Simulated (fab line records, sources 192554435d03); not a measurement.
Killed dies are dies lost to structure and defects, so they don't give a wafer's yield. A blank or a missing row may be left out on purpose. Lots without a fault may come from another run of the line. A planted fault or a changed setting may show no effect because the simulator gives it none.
fab line records | flow n5_finfet
record lots=24 wafers=72 last_day=18
route steps=1938 shown START@1 ZERO_LAYER@4 FIN_SAQP@94
lots that met no fault: from a run of the same line without faults
start_h: hours from the record's first day to the start of the lot's first wafer shown | wait_h: hours since the lot's step before | " the same as in the row above | L1.1+2: a row that stands for several wafers | - no value, or no start given | * or withheld: withheld | < > ~ a bound
route shown NAME@n: a module of which the file shows steps, and the number in the route of the first | usual: mean/standard deviation of fault-free wafers | same: alike in all rows | chamber/n: place in a boat | sites: the reading at each site | _std_site: their standard deviation | _edge_site: outer sites' mean less inner sites' | radius_mm: how far each site lies from the wafer's centre | mask NAME#n: copy n | behind: the tool/chamber that last shaped the wafer | hold: why the lot was held/for how many hours/how that ended | device: the transistor (n, p or np) that didn't switch | end of line: the same wafers' tests at the end of the route | a step without rows: its recipe alone | killed: dies lost to structure and defects at the first sort, not the wafer's yield | map: a wafer's dies, x killed, . not, _ none there
set.NAME: the setting as run; set.NAME@STEP: as run at that earlier step | model.NAME: the simulator's own value behind a step, which no gauge read
steps of the route over a sample of lots; a table a step, a row a wafer
services: from which hour (start_h, from the record's first day; less than 0 if before it) a tool's chamber was out of use, for how many hours, and why
## steps
# step N5_START_INSPECT_01
# recipe inspect_instrument=unpatterned_scan mode=incoming
# usual raw_defect_count=6.4/2.6
# columns lot.wafer tool chamber start_h wait_h raw_defect_count
L074.1 defect_inspect-01 - 12.03 - 5
L074.4 " - " " 6
L074.5 " - " " 6
L075.3 defect_inspect-01 - 18.03 - 7
L075.5 " - " " 4
L075.6 " - " " 8
L076.1 defect_inspect-01 - 24.03 - 4
L076.3 " - " " 7
L076.5 " - " " 10
L077.1 defect_inspect-02 - 30.03 - 12
L077.5 " - " " 7
L077.6 " - " " 5
L078.1 defect_inspect-02 - 36.03 - 7
L078.4 " - " " 9
L078.5 " - " " 7
L079.2 defect_inspect-02 - 42.03 - 8
L079.4 " - " " 3
L079.6 " - " " 6
L080.1 defect_inspect-02 - 48.03 - 2
L080.2 " - " " 8
L080.5 " - " " 7
L081.1 defect_inspect-02 - 54.03 - 5
L081.2 " - " " 5
L081.5 " - " " 4
L082.2 defect_inspect-01 - 60.03 - 9
L082.4 " - " " 6
L082.5 " - " " 5
L083.1 defect_inspect-02 - 66.03 - 7
L083.2 " - " " 11
L083.5 " - " " 3
L084.1 defect_inspect-01 - 72.03 - 8
L084.4 " - " " 3
L084.5 " - " " 6
L085.2 defect_inspect-01 - 78.03 - 5
L085.5 " - " " 7
L085.6 " - " " 5
L086.1 defect_inspect-02 - 84.03 - 7
L086.3 " - " " 7
L086.4 " - " " 3
L087.3 defect_inspect-01 - 90.03 - 4
L087.5 " - " " 7
L087.6 " - " " 3
L088.1 defect_inspect-02 - 96.03 - 14
L088.2 " - " " 5
L088.3 " - " " 4
L089.1 defect_inspect-02 - 102.03 - 6
L089.4 " - " " 11
L089.6 " - " " 6
L090.1 defect_inspect-02 - 108.03 - 9
L090.4 " - " " 5
L090.5 " - " " 8
L091.1 defect_inspect-02 - 114.03 - 3
L091.4 " - " " 7
L091.5 " - " " 10
L092.1 defect_inspect-02 - 120.03 - 3
L092.4 " - " " 6
L092.5 " - " " 10
L093.1 defect_inspect-02 - 126.03 - 7
L093.4 " - " " 6
L093.6 " - " " 7
L094.1 defect_inspect-01 - 132.03 - 8
L094.5 " - " " 6
L094.6 " - " " 4
L095.3 defect_inspect-02 - 138.03 - 5
L095.5 " - " " 2
L095.6 " - " " 7
L096.1 defect_inspect-01 - 144.03 - 4
L096.3 " - " " 9
L096.5 " - " " 3
L097.2 defect_inspect-02 - 150.03 - 4
L097.4 " - " " 8
L097.6 " - " " 5
# step N5_ZERO_LAYER_PECVD_02
# recipe material=SiO2 target_thk_a=100 temp_c=400 precursor=SiH4/N2O pressure_torr=0.75 rf_w=275 time_s=6
# usual chamber_pressure_Torr=0.7500/0.0018 heater_power_w=709/85 rf_fwd_power_W=272.5/1 showerhead_plenum_p_Torr=8.14/0.19 showerhead_vpp_V=1035/41
# columns lot.wafer tool chamber start_h wait_h chamber_pressure_Torr heater_power_w rf_fwd_power_W showerhead_plenum_p_Torr showerhead_vpp_V
L074.1 pecvd-04 2 12.28 0.0 0.7496 566 272.0 8.11 969
L074.4 " 0 " " 0.7511 705 273.4 7.62 1093
L074.5 " 1 " " 0.7494 644 272.2 8.18 995
L075.3 pecvd-03 0 18.28 0.0 0.7505 689 274.5 8.31 1042
L075.5 " 0 " " 0.7501 688 275.0 8.28 1038
L075.6 " 2 " " 0.7503 752 272.1 8.21 1075
L076.1 pecvd-02 2 24.28 0.0 0.7555 770 273.4 8.27 1090
L076.3 " 1 " " 0.7508 750 272.0 8.27 990
L076.5 " 1 " " 0.7535 773 271.4 8.28 1014
L077.1 pecvd-03 1 30.28 0.0 0.7490 735 270.6 8.18 1050
L077.5 " 0 " " 0.7517 843 272.9 8.29 1040
L077.6 " 1 " " 0.7506 700 272.7 8.15 1052
L078.1 pecvd-02 0 36.28 0.0 0.7509 769 271.8 8.07 972
L078.4 " 2 " " 0.7480 788 273.9 8.27 1095
L078.5 " 1 " " 0.7476 686 272.7 8.30 1025
L079.2 pecvd-03 2 42.28 0.0 0.7493 715 272.8 8.20 1059
L079.4 " 2 " " 0.7498 712 271.6 8.18 1047
L079.6 " 0 " " 0.7519 830 274.2 8.33 1029
L080.1 pecvd-02 2 48.28 0.0 0.7542 836 271.5 8.26 1083
L080.2 " 1 " " 0.7486 674 272.4 8.26 1016
L080.5 " 2 " " 0.7532 823 273.3 8.26 1097
L081.1 pecvd-02 0 54.28 0.0 0.7497 698 271.4 8.07 978
L081.2 " 2 " " 0.7505 814 274.3 8.27 1086
L081.5 " 1 " " 0.7503 718 272.5 8.29 997
L082.2 pecvd-02 0 60.28 0.0 0.7518 778 271.5 8.06 988
L082.4 " 1 " " 0.7527 700 269.4 8.24 1000
L082.5 " 2 " " 0.7506 809 272.8 8.28 1087
L083.1 pecvd-02 0 66.28 0.0 0.7504 747 270.6 8.05 969
L083.2 " 2 " " 0.7478 839 272.0 8.26 1110
L083.5 " 1 " " 0.7493 756 271.8 8.28 988
L084.1 pecvd-02 2 72.28 0.0 0.7508 818 272.0 8.28 1099
L084.4 " 0 " " 0.7473 815 272.1 8.08 971
L084.5 " 1 " " 0.7492 826 270.7 8.28 1013
L085.2 pecvd-03 1 78.29 0.0 0.7495 764 273.7 8.16 1054
L085.5 " 1 " " 0.7517 761 273.8 8.17 1058
L085.6 " 2 " " 0.7479 701 273.3 8.18 1064
L086.1 pecvd-04 2 84.28 0.0 0.7503 528 273.7 8.11 990
L086.3 " 0 " " 0.7514 618 273.2 7.62 1102
L086.4 " 2 " " 0.7480 509 273.4 8.12 990
L087.3 pecvd-03 1 90.28 0.0 0.7521 754 272.7 8.18 1047
L087.5 " 0 " " 0.7491 788 273.7 8.31 1034
L087.6 " 1 " " 0.7525 758 273.6 8.17 1044
L088.1 pecvd-02 1 96.28 0.0 0.7526 737 270.8 8.28 1004
L088.2 " 0 " " 0.7488 720 271.3 8.08 968
L088.3 " 2 " " 0.7497 830 273.9 8.29 1072
L089.1 pecvd-04 0 102.28 0.0 0.7490 585 272.2 7.64 1089
L089.4 " 2 " " 0.7517 619 273.0 8.14 981
L089.6 " 0 " " 0.7488 584 271.8 7.63 1101
L090.1 pecvd-04 2 108.28 0.0 0.7489 567 272.6 8.11 973
L090.4 " 0 " " 0.7467 635 272.4 7.62 1098
L090.5 " 1 " " 0.7459 594 271.7 8.17 1018
L091.1 pecvd-03 2 114.29 0.0 0.7515 653 272.6 8.18 1049
L091.4 " 0 " " 0.7506 681 273.4 8.31 1049
L091.5 " 1 " " 0.7516 751 272.4 8.17 1058
L092.1 pecvd-04 0 120.28 0.0 0.7474 702 274.2 7.65 1077
L092.4 " 2 " " 0.7475 506 273.4 8.13 980
L092.5 " 0 " " 0.7492 729 274.0 7.64 1095
L093.1 pecvd-02 1 126.29 0.0 0.7497 688 272.4 8.26 1021
L093.4 " 0 " " 0.7510 712 270.6 8.08 987
L093.6 " 1 " " 0.7512 701 271.2 8.26 993
L094.1 pecvd-04 0 132.28 0.0 0.7492 593 273.0 7.64 1093
L094.5 " 0 " " 0.7469 596 272.6 7.65 1106
L094.6 " 2 " " 0.7488 498 273.2 8.10 993
L095.3 pecvd-03 1 138.28 0.0 0.7535 716 273.1 8.17 1026
L095.5 " 2 " " 0.7506 775 272.1 8.19 1060
L095.6 " 0 " " 0.7523 750 273.0 8.30 1031
L096.1 pecvd-04 2 144.28 0.0 0.7490 626 272.1 8.13 980
L096.3 " 1 " " 0.7496 637 273.1 8.16 1010
L096.5 " 0 " " 0.7474 621 272.2 7.62 1087
L097.2 pecvd-03 1 150.28 0.0 0.7511 733 272.2 8.17 1060
L097.4 " 2 " " 0.7493 774 272.6 8.17 1035
L097.6 " 1 " " 0.7488 740 271.4 8.15 1048
# step N5_ZERO_LAYER_CD_MEAS_11
# recipe target_cd_nm=2000 landing_energy_ev=500 detector=se_inlens
# usual cd_nm=2000.3/1.3
# columns lot.wafer tool chamber start_h wait_h cd_nm
L074.1 cd_sem-01 0 12.64 - 2000.8
L074.4 " 0 " " 2000.4
L074.5 " 0 " " 2001.2
L075.3 cd_sem-01 0 18.77 - 2000.3
L075.5 " 0 " " 2001.4
L075.6 " 0 " " 2002.4
L076.1 cd_sem-02 0 24.64 - 1998.6
L076.3 " 0 " " 2000.7
L076.5 " 0 " " 2001.1
L077.1 cd_sem-01 0 30.77 - 2001.2
L077.5 " 0 " " 2000.2
L077.6 " 0 " " 2002.0
L078.1 cd_sem-01 0 36.64 - 2001.3
L078.4 " 0 " " 2000.7
L078.5 " 0 " " 2001.4
L079.2 cd_sem-01 0 42.77 - 2000.8
L079.4 " 0 " " 1999.0
L079.6 " 0 " " 2001.7
L080.1 cd_sem-01 0 48.79 - 2002.0
L080.2 " 0 " " 2000.7
L080.5 " 0 " " 2000.9
L081.1 cd_sem-01 0 54.77 - 2001.6
L081.2 " 0 " " 2000.7
L081.5 " 0 " " 2002.0
L082.2 cd_sem-01 0 60.64 - 1999.6
L082.4 " 0 " " 1997.4
L082.5 " 0 " " 1999.3
L083.1 cd_sem-02 0 67.59 - 1999.8
L083.2 " 0 " " 2002.1
L083.5 " 0 " " 1998.9
L084.1 cd_sem-02 0 72.64 - 1998.8
L084.4 " 0 " " 2000.9
L084.5 " 0 " " 1999.6
L085.2 cd_sem-01 0 78.65 - 2000.5
L085.5 " 0 " " 1999.2
L085.6 " 0 " " 2001.3
L086.1 cd_sem-01 0 84.64 - 1999.9
L086.3 " 0 " " 1999.5
L086.4 " 0 " " 1999.9
L087.3 cd_sem-01 0 90.77 - 2001.0
L087.5 " 0 " " 2000.1
L087.6 " 0 " " 2000.2
L088.1 cd_sem-02 0 96.77 - 1999.4
L088.2 " 0 " " 2000.0
L088.3 " 0 " " 1998.2
L089.1 cd_sem-01 0 102.77 - 2001.3
L089.4 " 0 " " 2001.1
L089.6 " 0 " " 2001.5
L090.1 cd_sem-02 0 108.64 - 2003.4
L090.4 " 0 " " 2001.5
L090.5 " 0 " " 2003.4
L091.1 cd_sem-01 0 114.65 - 1999.4
L091.4 " 0 " " 2001.1
L091.5 " 0 " " 2000.5
L092.1 cd_sem-02 0 120.79 - 2000.1
L092.4 " 0 " " 2001.6
L092.5 " 0 " " 2001.6
L093.1 cd_sem-01 0 126.65 - 2000.1
L093.4 " 0 " " 1999.4
L093.6 " 0 " " 1999.9
L094.1 cd_sem-02 0 132.64 - 1998.4
L094.5 " 0 " " 1999.6
L094.6 " 0 " " 2000.7
L095.3 cd_sem-01 0 138.77 - 1999.5
L095.5 " 0 " " 2000.8
L095.6 " 0 " " 1997.5
L096.1 cd_sem-01 0 144.64 - 1998.5
L096.3 " 0 " " 1999.2
L096.5 " 0 " " 1998.3
L097.2 cd_sem-02 0 150.67 - 1998.9
L097.4 " 0 " " 1998.6
L097.6 " 0 " " 1998.1
# step N5_FIN_SAQP_ALD_61
# recipe material=SiO2 target_thk_a=40 temp_c=300 ald_precursor_family=BDEAS ald_co_reactant=O2-plasma pulse_time_s=1 purge_time_s=2 co_reactant_purge_time_s=2 ald_cycles=43 pressure_torr=2
# usual chamber_pressure_Torr=2.000/0.0041 heater_power_w=464/48 precursor_pulse_height_rel=1.000/0.019
# columns lot.wafer tool chamber start_h wait_h chamber_pressure_Torr heater_power_w precursor_pulse_height_rel
L074.1 ald_sin-01 1 21.23 0.9 1.999 495 0.999
L074.4 " 2 " " 2.000 448 1.008
L074.5 " 2 " " 1.998 439 0.971
L075.3 ald_sin-01 3 26.55 0.1 2.007 472 0.972
L075.5 " 3 " " 1.998 468 0.987
L075.6 " 2 " " 2.004 449 1.011
L076.1 ald_sin-01 3 33.53 1.2 1.999 470 0.989
L076.3 " 2 " " 2.009 442 0.993
L076.5 " 1 " " 2.006 502 1.003
L077.1 ald_sin-02 0 38.98 0.5 1.996 575 1.016
L077.5 " 3 " " 2.000 367 0.989
L077.6 " 2 " " 1.999 485 0.989
L078.1 ald_sin-02 3 46.15 0.2 1.994 375 1.005
L078.4 " 1 " " 2.000 436 0.991
L078.5 " 1 " " 2.001 431 1.009
L079.2 ald_sin-02 3 51.10 0.0 2.004 378 0.986
L079.4 " 0 " " 1.996 579 0.992
L079.6 " 3 " " 2.006 373 1.024
L080.1 ald_sin-03 0 58.56 1.6 1.996 503 0.982
L080.2 " 3 " " 2.001 418 1.006
L080.5 " 2 " " 1.999 438 1.024
L081.1 ald_sin-02 1 63.21 0.2 2.000 424 1.019
L081.2 " 0 " " 2.006 589 1.018
L081.5 " 3 " " 2.003 363 1.014
L082.2 ald_sin-02 3 68.34 0.0 1.992 375 0.977
L082.4 " 1 " " 1.998 440 1.001
L082.5 " 0 " " 2.002 591 0.992
L083.1 ald_sin-01 1 76.02 0.7 1.995 483 0.977
L083.2 " 0 " " 2.004 460 0.972
L083.5 " 2 " " 2.002 443 1.031
L084.1 ald_sin-02 1 83.19 0.1 1.998 424 0.978
L084.4 " 0 " " 2.004 581 1.014
L084.5 " 2 " " 2.006 471 1.005
L085.2 ald_sin-03 2 85.88 0.0 2.008 437 0.978
L085.5 " 0 " " 1.995 514 1.011
L085.6 " 3 " " 1.994 427 0.994
L086.1 ald_sin-03 0 92.95 0.9 1.998 505 1.002
L086.3 " 3 " " 1.996 423 1.006
L086.4 " 2 " " 2.003 442 0.944
L087.3 ald_sin-03 2 98.69 0.6 2.005 437 0.986
L087.5 " 2 " " 2.006 444 0.962
L087.6 " 3 " " 1.997 424 1.004
L088.1 ald_sin-03 0 104.25 0.0 1.996 509 0.985
L088.2 " 1 " " 2.000 469 1.037
L088.3 " 3 " " 2.001 423 1.013
L089.1 ald_sin-01 2 111.23 0.5 1.995 448 1.014
L089.4 " 1 " " 2.000 494 0.983
L089.6 " 0 " " 2.002 454 0.979
L090.1 ald_sin-03 3 116.37 0.0 2.007 430 0.976
L090.4 " 1 " " 2.005 489 1.033
L090.5 " 2 " " 1.993 448 0.981
L091.1 ald_sin-03 3 123.54 0.3 1.996 425 1.022
L091.4 " 1 " " 1.999 483 1.002
L091.5 " 2 " " 2.001 436 1.009
L092.1 ald_sin-03 1 128.81 0.0 2.009 466 1.025
L092.4 " 2 " " 2.008 435 0.996
L092.5 " 0 " " 1.997 509 1.041
L093.1 ald_sin-01 3 135.39 0.0 1.999 450 0.974
L093.4 " 0 " " 2.010 465 0.990
L093.6 " 0 " " 2.001 466 0.980
L094.1 ald_sin-01 2 140.73 0.0 2.004 443 0.996
L094.5 " 0 " " 2.002 455 0.996
L094.6 " 1 " " 1.999 493 1.004
L095.3 ald_sin-02 1 146.68 0.0 2.000 440 0.969
L095.5 " 2 " " 1.997 459 0.998
L095.6 " 3 " " 1.994 365 1.012
L096.1 ald_sin-03 2 153.87 0.0 1.998 449 0.956
L096.3 " 1 " " 2.003 476 1.016
L096.5 " 1 " " 2.005 473 0.974
L097.2 ald_sin-03 3 158.63 0.0 1.994 424 1.025
L097.4 " 2 " " 2.000 439 0.995
L097.6 " 1 " " 1.997 473 0.989
# step N5_FIN_SAQP_CD_MEAS_16
# recipe target_cd_nm=35.6 landing_energy_ev=500 detector=se_inlens
# usual cd_nm=35.66/0.27
# columns lot.wafer tool chamber start_h wait_h cd_nm
L074.1 cd_sem-01 0 22.74 - 35.09
L074.4 " 0 " " 35.19
L074.5 " 0 " " 35.40
L075.3 cd_sem-02 0 28.03 - 35.83
L075.5 " 0 " " 35.36
L075.6 " 0 " " 35.28
L076.1 cd_sem-02 0 34.94 - 35.28
L076.3 " 0 " " 35.74
L076.5 " 0 " " 35.73
L077.1 cd_sem-01 0 45.17 - 35.89
L077.5 " 0 " " 35.91
L077.6 " 0 " " 36.15
L078.1 cd_sem-01 0 47.54 - 36.07
L078.4 " 0 " " 35.81
L078.5 " 0 " " 35.86
L079.2 cd_sem-02 0 52.58 - 35.75
L079.4 " 0 " " 35.47
L079.6 " 0 " " 36.19
L080.1 cd_sem-01 0 60.00 - 35.72
L080.2 " 0 " " 35.33
L080.5 " 0 " " 35.42
L081.1 cd_sem-02 0 64.62 - 35.66
L081.2 " 0 " " 35.93
L081.5 " 0 " " 35.78
L082.2 cd_sem-02 0 70.73 - 35.58
L082.4 " 0 " " 35.86
L082.5 " 0 " " 36.02
L083.1 cd_sem-02 0 77.28 - 35.74
L083.2 " 0 " " 35.69
L083.5 " 0 " " 36.03
L084.1 cd_sem-02 0 84.28 - 35.80
L084.4 " 0 " " 35.35
L084.5 " 0 " " 35.37
L085.2 cd_sem-02 0 87.05 - 36.10
L085.5 " 0 " " 35.65
L085.6 " 0 " " 35.84
L086.1 cd_sem-01 0 94.15 - 36.09
L086.3 " 0 " " 35.79
L086.4 " 0 " " 35.79
L087.3 cd_sem-01 0 99.78 - 35.22
L087.5 " 0 " " 35.34
L087.6 " 0 " " 35.45
L088.1 cd_sem-02 0 105.60 - 35.64
L088.2 " 0 " " 35.57
L088.3 " 0 " " 35.48
L089.1 cd_sem-01 0 112.30 - 35.80
L089.4 " 0 " " 35.56
L089.6 " 0 " " 35.49
L090.1 cd_sem-01 0 117.44 - 35.28
L090.4 " 0 " " 35.59
L090.5 " 0 " " 35.93
L091.1 cd_sem-02 0 124.80 - 35.32
L091.4 " 0 " " 35.78
L091.5 " 0 " " 35.84
L092.1 cd_sem-01 0 130.01 - 35.76
L092.4 " 0 " " 36.16
L092.5 " 0 " " 36.04
L093.1 cd_sem-01 0 136.69 - 35.75
L093.4 " 0 " " 36.10
L093.6 " 0 " " 35.67
L094.1 cd_sem-02 0 141.92 - 35.66
L094.5 " 0 " " 35.62
L094.6 " 0 " " 35.47
L095.3 cd_sem-02 0 147.88 - 35.96
L095.5 " 0 " " 35.69
L095.6 " 0 " " 35.44
L096.1 cd_sem-02 0 155.07 - 35.19
L096.3 " 0 " " 35.63
L096.5 " 0 " " 35.92
L097.2 cd_sem-01 0 159.77 - 35.53
L097.4 " 0 " " 35.53
L097.6 " 0 " " 35.41
# step N5_FIN_SAQP_ETCH_57
# recipe chemistry=CH3F/O2 target=SiNx mask_material=SiO2 target_depth_a=325 time_s=46.4 pressure_mtorr=30 source_w=395 bias_w=73 Ar_flow_sccm=150 CH3F_flow_sccm=30 O2_flow_sccm=20 ion_energy_ev=120 ends=cleared
# usual drypump_motor_current_A=5.7/0.42 etch_rf_on_time_s=46.4/0.91 oes_product_au=0.69/0.066 rf_fwd_power_W=387.5/2.3 rf_vpp_V=297.9/2.5 showerhead_plenum_p_Torr=2.02/0.073 throttle_valve_pct=16.41/0.22
# columns lot.wafer tool chamber start_h wait_h drypump_motor_current_A etch_rf_on_time_s oes_product_au rf_fwd_power_W rf_hours_counter_h rf_vpp_V showerhead_plenum_p_Torr throttle_valve_pct
L074.1 rie_diel-03 2 26.85 0.0 5.7 45.7 0.75 388.8 47 300.0 2.12 16.36
L074.4 " 1 " " 5.8 47.7 0.60 386.8 230 291.6 1.90 16.37
L074.5 " 1 " " 5.8 47.9 0.59 387.5 - 292.7 1.90 16.37
L075.3 rie_diel-06 2 30.55 0.0 6.8 46.2 0.67 385.8 125 300.1 2.02 16.73
L075.5 " 0 " " 5.7 45.8 0.70 386.3 - 299.0 2.02 16.30
L075.6 " 1 " " 5.7 46.8 0.77 388.1 - 296.0 1.96 16.48
L076.1 rie_diel-03 3 37.12 0.1 5.1 47.4 0.64 385.0 168 296.0 1.92 16.47
L076.3 " 2 " " 5.7 46.0 0.75 386.9 50 301.7 2.12 16.35
L076.5 " 2 " " 5.7 46.3 0.74 387.7 - 300.3 2.12 16.37
L077.1 rie_diel-06 0 49.19 0.3 5.8 45.9 0.69 385.4 92 297.5 2.02 16.32
L077.5 " 0 " " 5.8 46.8 0.69 383.8 - 297.7 2.02 16.32
L077.6 " 3 " " 5.4 45.4 0.79 389.0 - 301.5 2.04 16.08
L078.1 rie_diel-06 1 49.98 0.2 5.8 46.2 0.75 387.2 38 296.9 1.95 16.48
L078.4 " 2 " " 6.8 47.2 0.68 388.2 130 300.6 2.01 16.74
L078.5 " 2 " " 6.9 46.9 0.67 390.3 - 298.9 2.01 16.73
L079.2 rie_diel-03 3 55.53 0.1 5.1 47.1 0.63 386.7 175 296.0 1.91 16.47
L079.4 " 2 " " 5.6 47.2 0.73 387.4 59 300.2 2.11 16.37
L079.6 " 1 " " 5.8 48.0 0.59 386.5 - 291.0 1.89 16.39
L080.1 rie_diel-06 1 63.48 0.0 5.8 45.0 0.76 384.4 43 295.1 1.95 16.49
L080.2 " 0 " " 5.8 45.2 0.68 385.1 98 296.8 2.02 16.33
L080.5 " 0 " " 5.7 45.7 0.69 385.2 - 294.8 2.02 16.33
L081.1 rie_diel-03 0 67.33 0.3 6.0 45.2 0.64 390.8 181 299.3 2.08 16.59
L081.2 " 2 " " 5.7 45.0 0.72 385.5 65 300.4 2.11 16.40
L081.5 " 2 " " 5.7 45.8 0.73 386.2 - 301.7 2.11 16.40
L082.2 rie_diel-03 2 73.21 0.0 5.7 45.8 0.72 387.4 67 300.0 2.11 16.40
L082.4 " 3 " " 5.1 47.7 0.63 385.0 - 295.4 1.91 16.51
L082.5 " 0 " " 6.0 47.2 0.63 391.5 - 300.9 2.08 16.59
L083.1 rie_diel-06 1 79.88 0.1 5.7 44.8 0.75 385.3 49 296.3 1.95 16.51
L083.2 " 0 " " 5.7 44.4 0.68 386.4 105 296.2 2.02 16.33
L083.5 " 3 " " 5.4 44.8 0.76 387.9 - 299.8 2.04 16.11
L084.1 rie_diel-06 3 87.17 0.0 5.4 45.4 0.76 388.8 54 300.6 2.04 16.10
L084.4 " 1 " " 5.8 46.5 0.74 386.0 52 295.6 1.95 16.50
L084.5 " 0 " " 5.7 47.0 0.68 383.8 - 297.8 2.02 16.37
L085.2 rie_diel-03 2 89.31 0.0 5.6 45.5 0.72 386.5 74 298.8 2.11 16.40
L085.5 " 3 " " 5.1 47.9 0.61 383.5 - 294.2 1.91 16.51
L085.6 " 0 " " 6.0 46.6 0.63 391.1 - 299.8 2.07 16.61
L086.1 rie_diel-01 3 98.36 0.1 6.1 46.3 0.58 390.4 239 296.7 1.96 16.28
L086.3 " 1 " " 5.5 44.1 0.73 388.9 77 296.9 2.03 15.94
L086.4 " 2 " " 5.9 45.6 0.64 390.1 156 301.9 2.08 16.47
L087.3 rie_diel-03 0 101.93 0.0 6.0 45.8 0.62 389.8 195 298.7 2.07 16.61
L087.5 " 2 " " 5.6 46.2 0.71 388.2 - 301.4 2.11 16.41
L087.6 " 1 " " 5.8 46.7 0.82 387.1 - 295.8 2.14 15.98
L088.1 rie_diel-03 2 107.83 0.1 5.6 46.2 0.70 387.2 80 300.7 2.11 16.42
L088.2 " 0 " " 6.0 45.9 0.62 389.2 196 299.7 2.07 16.62
L088.3 " 1 " " 5.8 47.1 0.80 387.0 8 296.4 2.13 15.99
L089.1 rie_diel-06 2 115.33 0.1 6.9 46.0 0.66 385.0 154 299.3 2.01 16.77
L089.4 " 0 " " 5.8 46.9 0.67 384.8 116 297.3 2.01 16.37
L089.6 " 2 " " 6.9 46.9 0.66 385.9 - 298.5 2.01 16.79
L090.1 rie_diel-03 3 119.83 0.0 5.1 47.1 0.61 386.5 199 293.5 1.91 16.54
L090.4 " 1 " " 5.8 47.5 0.79 386.5 13 296.4 2.13 15.96
L090.5 " 2 " " 5.7 46.6 0.70 385.9 - 300.7 2.11 16.42
L091.1 rie_diel-06 3 127.26 0.0 5.4 45.2 0.75 387.6 67 299.3 2.03 16.14
L091.4 " 0 " " 5.8 46.2 0.66 384.6 121 297.0 2.01 16.38
L091.5 " 1 " " 5.8 46.2 0.72 383.8 - 294.3 1.95 16.53
L092.1 rie_diel-03 0 132.38 0.3 6.0 46.2 0.61 389.5 205 299.3 2.07 16.65
L092.4 " 1 " " 5.8 47.5 0.79 388.9 17 298.4 2.13 16.00
L092.5 " 0 " " 6.0 46.9 0.62 390.7 - 300.6 2.07 16.63
L093.1 rie_diel-01 0 139.02 0.0 5.5 46.0 0.78 389.6 17 297.4 1.97 16.53
L093.4 " 2 " " 5.8 47.5 0.63 389.5 - 301.6 2.08 16.49
L093.6 " 1 " " 5.5 46.8 0.71 387.8 - 294.5 2.02 15.96
L094.1 rie_diel-03 2 144.19 0.0 5.6 46.2 0.70 387.0 93 300.6 2.10 16.43
L094.5 " 3 " " 5.1 48.8 0.61 385.7 - 297.3 1.90 16.55
L094.6 " 0 " " 6.0 48.1 0.62 391.6 - 297.5 2.07 16.65
L095.3 rie_diel-06 1 151.20 0.1 5.8 46.0 0.71 386.7 74 295.4 1.94 16.54
L095.5 " 3 " " 5.4 46.1 0.73 386.9 - 300.1 2.03 16.16
L095.6 " 0 " " 5.8 47.3 0.65 385.1 - 295.1 2.01 16.42
L096.1 rie_diel-01 2 157.45 0.1 5.8 46.6 0.62 391.4 181 301.4 2.07 16.52
L096.3 " 1 " " 5.5 46.2 0.70 389.3 101 296.5 2.02 15.96
L096.5 " 0 " " 5.5 47.2 0.76 392.1 - 298.2 1.96 16.56
L097.2 rie_diel-03 1 162.08 0.1 5.8 46.0 0.76 386.1 29 296.7 2.13 16.02
L097.4 " 3 " " 5.1 47.7 0.60 385.1 214 295.1 1.90 16.55
L097.6 " 3 " " 5.1 47.5 0.61 384.1 - 296.0 1.90 16.56
## services
# columns tool chamber start_h hours kind
rie_diel-01 2 -6.40 51.5 repair
ald_sin-01 - -4.61 14.0 pm
rie_diel-06 3 -0.02 2.0 repair
pecvd-02 - 2.02 6.0 pm
ald_sin-01 - 16.84 1.0 repair
rie_diel-01 0 22.00 9.5 repair
ald_sin-01 3 23.75 1.8 repair
rie_diel-06 2 33.40 8.3 repair
rie_diel-01 - 36.17 0.3 repair
pecvd-02 0 40.70 10.4 repair
rie_diel-01 - 42.23 28.1 pm
pecvd-04 - 49.91 14.6 pm
ald_sin-01 - 52.18 6.0 pm
rie_diel-03 3 57.16 4.1 repair
rie_diel-03 - 65.58 0.2 repair
rie_diel-03 1 71.21 - clean
rie_diel-03 1 71.21 - consumable_replace:focus_ring
rie_diel-03 1 71.21 - consumable_replace:showerhead
rie_diel-03 1 71.21 12.9 scheduled_down
ald_sin-02 - 85.25 14.0 pm
ald_sin-01 3 89.03 4.4 repair
rie_diel-01 3 105.15 7.8 repair
pecvd-02 - 106.83 2.8 pm
pecvd-02 0 142.29 5.6 repair
## key
fault none
